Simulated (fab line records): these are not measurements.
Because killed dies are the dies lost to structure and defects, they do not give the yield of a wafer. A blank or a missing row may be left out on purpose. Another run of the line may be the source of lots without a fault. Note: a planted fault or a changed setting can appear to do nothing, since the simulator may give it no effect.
The tool behind it: which one? ; flow nand-harc ; Sampling: 24 lots, 72 wafers, 4 of 1302 route steps

== WHAT THE GAUGES READ, wafer by wafer ==
NHARC_A_ONON_D2_THK_MEAS_30: measures by ellipsometry.
lot;measured;on;thk-nm (nm)
L074;day 13 05:57;film-metro-02;997 995 996
L075;day 13 05:57;film-metro-01;1019 1020 1020
L076;day 13 23:00;film-metro-01;1001 1000 1000
L077;day 13 23:00;film-metro-02;984 985 983
L078;day 14 17:41;film-metro-02;994 995 995
L079;day 14 23:09;film-metro-01;1014 1016 1015
L080;day 15 07:36;film-metro-02;999 999 1000
L081;day 15 16:04;film-metro-01;996 996 995
L082;day 16 09:58;film-metro-01;999 999 999
L083;day 16 10:18;film-metro-01;1002 1002 1000
L084;day 17 10:31;film-metro-02;993 994 993
L085;day 17 15:20;film-metro-01;1001 1001 1001
L086;day 17 15:22;film-metro-02;1013 1013 1012
L087;day 18 07:49;film-metro-01;980 979 980
L089;day 18 19:04;film-metro-02;1012 1014 1014
L088;day 19 04:01;film-metro-02;1004 1003 1003
L091;day 19 23:28;film-metro-01;1002 1002 1001
L090;day 19 23:07;film-metro-01;1003 1002 1004
L092;day 20 17:18;film-metro-02;1004 1004 1004
L094;day 21 08:38;film-metro-02;1005 1004 1007
L093;day 21 08:39;film-metro-02;1004 1004 1006
L095;day 21 08:38;film-metro-01;1000 999 999
L096;day 21 14:11;film-metro-01;984 985 982
L097;day 23 00:40;film-metro-01;1000 999 999

NHARC_A_ONON_D2_INSPECT_32.
lot;measured;on;raw-defect-count
L074;day 13 06:29;defect-inspect-02;147 477 163
L075;day 13 06:29;defect-inspect-01;261 217 262
L076;day 13 23:32;defect-inspect-02;437 720 336
L077;day 13 23:32;defect-inspect-01;524 315 524
L078;day 14 18:14;defect-inspect-01;256 351 462
L079;day 14 23:42;defect-inspect-02;298 315 360
L080;day 15 08:09;defect-inspect-02;314 182 438
L081;day 15 16:37;defect-inspect-01;291 227 334
L082;day 16 10:30;defect-inspect-01;294 636 444
L083;day 16 10:50;defect-inspect-01;494 512 632
L084;day 17 11:02;defect-inspect-02;254 230 303
L085;day 17 16:00;defect-inspect-01;319 729 362
L086;day 17 15:55;defect-inspect-01;528 637 589
L087;day 18 08:23;defect-inspect-01;566 729 925
L089;day 18 19:36;defect-inspect-02;230 314 286
L088;day 19 04:34;defect-inspect-02;474 485 327
L091;day 20 00:02;defect-inspect-01;322 476 365
L090;day 19 23:40;defect-inspect-01;529 446 410
L092;day 20 17:50;defect-inspect-02;335 631 422
L094;day 21 09:10;defect-inspect-02;212 206 234
L093;day 21 09:14;defect-inspect-02;591 638 405
L095;day 21 09:10;defect-inspect-01;358 316 361
L096;day 21 14:46;defect-inspect-02;488 343 441
L097;day 23 01:11;defect-inspect-02;497 452 403

NHARC_A_CHANNEL_HOLE_D2_OVL_MEAS_11.
lot;measured;on;overlay-x-nm (nm);overlay-y-nm (nm)
L074;day 13 10:35;overlay-02;1.2 1.6 1.6;-0.5 -0.8 0.2
L075;day 13 11:45;overlay-02;-1.2 0.1 -0.2;-0.5 0.0 -0.4
L076;day 14 02:19;overlay-02;1.2 0.7 1.3;-0.3 -0.4 -0.3
L077;day 14 04:13;overlay-01;1.4 2.0 1.5;-0.7 -0.7 -0.4
L078;day 14 21:29;overlay-01;0.3 0.4 -0.6;-0.1 -1.0 -0.9
L079;day 15 02:34;overlay-02;0.0 0.4 0.5;0.3 0.0 0.5
L080;day 15 12:29;overlay-01;-1.1 -1.1 -0.3;0.0 0.4 0.1
L081;day 15 19:29;overlay-02;-1.0 -0.9 -0.6;-0.3 -0.5 -0.2
L082;day 16 13:22;overlay-02;1.7 1.2 1.5;-0.1 -0.1 0.3
L083;day 16 15:16;overlay-01;0.2 -0.1 -0.4;-0.5 -0.2 -0.4
L084;day 17 13:50;overlay-01;0.6 0.6 0.6;0.7 0.2 0.3
L085;day 17 21:25;overlay-02;1.0 0.9 0.9;0.3 0.5 0.1
L086;day 17 19:47;overlay-01;-0.8 -0.4 -0.6;-0.1 0.0 -0.3
L087;day 18 11:35;overlay-01;0.0 0.3 0.0;-0.6 -0.4 -0.1
L089;day 19 03:29;overlay-01;-0.2 -0.5 -0.5;0.5 1.2 0.9
L088;day 19 09:38;overlay-01;0.0 -0.4 -0.5;-1.5 -1.7 -1.9
L091;day 20 06:21;overlay-02;-1.1 -1.3 -0.8;-0.6 -1.3 -0.8
L090;day 20 05:49;overlay-02;0.0 0.6 0.5;0.3 0.3 -0.1
L092;day 20 20:38;overlay-01;-0.8 -0.4 -0.6;0.2 0.0 0.6
L094;day 21 16:22;overlay-01;-0.5 -0.7 -0.1;0.3 0.5 0.6
L093;day 21 18:22;overlay-02;-0.8 -0.8 -0.5;0.8 0.9 0.8
L095;day 21 17:29;overlay-01;-0.3 -0.2 -0.1;-1.1 -1.4 -1.3
L096;day 21 22:00;overlay-01;0.4 1.0 0.1;0.6 0.8 0.7
L097;day 23 03:59;overlay-01;0.9 1.3 0.5;1.2 1.3 1.0

== WHAT TOOL EACH LOT RAN ON (gives the tool, then ch and the chambers of the sampled wafers, and finally the start) ==
lot;NHARC_A_CHANNEL_FILL_D1_CMP_10
L074;cmp-04 ch 1,3, day 10 23:23
L075;cmp-03 ch 0,1,2, day 11 03:28
L076;cmp-03 ch 0,1,2, day 11 23:45
L077;cmp-04 ch 0,1, day 11 23:45
L078;cmp-04 ch 0,1,2, day 12 20:44
L079;cmp-01 ch 0,2,3, day 13 03:14
L080;cmp-03 ch 1,2, day 13 08:14
L081;cmp-04 ch 0,1,3, day 13 15:02
L082;cmp-04 ch 0,1,3, day 14 09:45
L083;cmp-03 ch 0,2,3, day 14 09:47
L084;cmp-04 ch 0,1, day 15 02:16
L085;cmp-04 ch 0,1, day 15 14:35
L086;cmp-03 ch 1,2,3, day 15 14:37
L087;cmp-03 ch 0,1,2, day 16 05:11
L089;cmp-03 ch 0,3, day 16 18:22
L088;cmp-01 ch 1,2,3, day 17 02:23
L091;cmp-04 ch 2,3, day 17 16:52
L090;cmp-03 ch 0,2, day 17 16:54
L092;cmp-03 ch 0,2,3, day 18 19:02
L094;cmp-04 ch 0,2, day 19 12:19
L093;cmp-01 ch 0,1,2, day 19 12:22
L095;cmp-01 ch 1,2, day 19 12:28
L096;cmp-01 ch 0,1,3, day 19 17:26
L097;cmp-03 ch 0,2,3, day 20 21:02
- NHARC_A_CHANNEL_FILL_D1_CMP_10: polishes, target thk 150 nm.

== WHAT THE TOOLS THEMSELVES READ (means of the sampled wafers that have a number; where no wafer has one, the mark that the record gives instead) ==
NHARC_A_CHANNEL_FILL_D1_CMP_10.
lot;tool;edge-zone-pressure-frac;motor-current-A (A);time-to-endpoint-s (s)
L074;cmp-04;1.005;13.8;10.7
L075;cmp-03;0.999;12.7;14.8
L076;cmp-03;1.002;12.6;15.0
L077;cmp-04;0.999;11.9;12.8
L078;cmp-04;0.999;12.2;12.9
L079;cmp-01;0.995;11.8;15.0
L080;cmp-03;1.001;11.6;16.0
L081;cmp-04;0.999;12.6;12.9
L082;cmp-04;1.003;12.7;16.5
L083;cmp-03;1.003;11.1;17.3
L084;cmp-04;0.998;11.7;16.4
L085;cmp-04;0.997;11.9;13.2
L086;cmp-03;1.000;11.6;17.5
L087;cmp-03;1.003;12.6;17.7
L089;cmp-03;0.996;12.7;17.1
L088;cmp-01;1.002;12.4;16.2
L091;cmp-04;1.001;13.9;15.5
L090;cmp-03;0.997;12.7;14.1
L092;cmp-03;0.996;11.7;17.0
L094;cmp-04;1.008;12.2;16.6
L093;cmp-01;0.991;12.7;16.3
L095;cmp-01;1.001;13.3;13.7
L096;cmp-01;1.005;12.6;12.3
L097;cmp-03;0.994;11.8;14.4

== THE ANSWER, worked out from the rows above alone ==
Rule: the usual values come from the lots themselves. Put in order of their means at a reading, lots are off if they are a third of the lots or fewer, leave a main group of 4 or more, and stand apart from it by a gap of 3 or more times the standard deviation of the main group's means; of several such gaps the widest counts. The tables above print the reading to a certain number of digits; a main group whose means all agree to those digits is not used. A lot without any number at a reading at which 4 lots or more have one is off too. Any other lot the step has rows for is counted as sound. After the gauges, taken in route order, come the tools' own readings; for these a lot's mean is taken, as printed above. The first step at which some lot is off is used, and at that step the reading that is off furthest; a lot without a number counts as furthest.
None of the lots is off at any reading shown; this tells nothing.

== WHAT THE SIMULATOR HAD PUT IN ==
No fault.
